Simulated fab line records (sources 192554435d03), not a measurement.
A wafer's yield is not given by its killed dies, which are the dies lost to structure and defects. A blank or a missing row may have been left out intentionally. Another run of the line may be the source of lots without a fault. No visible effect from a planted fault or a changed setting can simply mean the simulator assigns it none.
Problem report, 8D (eight disciplines) form, completed by code | flow n5_finfet | the parts of the form that need people (team, actions taken, sign-off) are left out

## 1. WHAT WENT WRONG
At N5_MIM_BOT_ETCH_STRIP_01, chamber_pressure_mTorr averages 38.96 mTorr over 2 wafers from 2 lots, while fault-free wafers read 30.00 mTorr, standard deviation 0.073. That is +99 or more standard deviations from the usual mean.
The step: strips in O2.
Seen first at day 16 04:49 on rie_diel-04, wafer L441.3. Wafers with a number at this step in the record: 18, from 6 lots. The rule behind "out" and "out of limits": a value lying over 4 standard deviations away from the usual mean. Any other wafer with a number is counted as sound.

## 2. WHAT IT IS; WHAT IT IS NOT
question                    | is                     | is not
which readings at this step | chamber_pressure_mTorr | drypump_motor_current_A, oes_product_au, rf_vpp_V, showerhead_plenum_p_Torr, throttle_valve_pct
which lots                  | L441, L444             | L426, L437, L438, L442
which wafers of those lots  | L441.3, L444.3         | L441.2, L441.6, L444.2, L444.6
read on which tools         | rie_diel-04            | rie_diel-02, rie_diel-03
when                        | from day 16 04:49      | up to then (11 sound wafers); but 5 sound wafers of L442, L444 came after

## 3. THE SUSPECTS, EACH WITH WHAT RULES IT OUT
Counting: any tool at a process step up to the reading remains a suspect provided it ran every lot that is out. Sound lots after the first of them don't rule it out here, since some wafers of a struck lot are sound.
- rie_metal-01 at N5_MIM_BOT_ETCH_ETCH_03 (etches the open film in Cl2/BCl3, target depth 12 nm): kept. It processed each lot that is out (first: L441, day 16 04:26); up to then, its last sound lot is L426 (day 11 23:47).
- rie_metal-01 at N5_MIM_BOT_ETCH_ETCH_00 (etches TiN in Cl2/BCl3, target depth 45.5 nm): kept. It processed each lot that is out (first: L441, day 16 04:32); up to then, its last sound lot is L426 (day 11 23:52).
- rie_diel-04 at N5_MIM_BOT_ETCH_STRIP_01 (strips in O2): kept. It processed each lot that is out (first: L441, day 16 04:49); up to then, its last sound lot is L437 (day 14 11:21). Out on those wafers are its own readings of chamber_pressure_mTorr.
- rie_diel-04, N5_MIM_BOT_ETCH_STRIP_01: wafers that are out in chamber 2, sound lot-mates in chambers 0, 1, 3.
rie_metal-01 at N5_MIM_BOT_ETCH_ETCH_03, rie_metal-01 at N5_MIM_BOT_ETCH_ETCH_00 and rie_diel-04 at N5_MIM_BOT_ETCH_STRIP_01 are what is left after counting.

## 4. THE CAUSE (what the simulator had put in)
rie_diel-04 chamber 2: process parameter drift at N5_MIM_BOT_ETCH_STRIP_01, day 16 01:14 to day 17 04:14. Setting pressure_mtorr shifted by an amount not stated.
Of the 3 suspects that counting leaves, this tool is one.

## 5. SEQUENCE OF EFFECTS, ordered by route
Rows list readings where the struck wafers' mean (over those with a number) sits beyond 3 standard deviations from the usual. Only readings for which the record gives a usual standard deviation are gone through. hours: the time from each lot's start at the first step in this table that gives one to its start at this step, as a median over the lots. sigmas: the change in usual standard deviations.
hours | step                     | reading                | usual       | on struck wafers | change | sigmas
0     | N5_MIM_BOT_ETCH_STRIP_01 | chamber_pressure_mTorr | 30.00 mTorr | 38.96            | +8.96  | +99 or more
Here are the process steps it includes:
- N5_MIM_BOT_ETCH_STRIP_01: strips in O2.

## 6. HOW IT WOULD HAVE BEEN CAUGHT EARLIER
4 hours passed between the start of the fault at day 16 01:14 and the first reading out of limits in this record, taken at day 16 04:49.
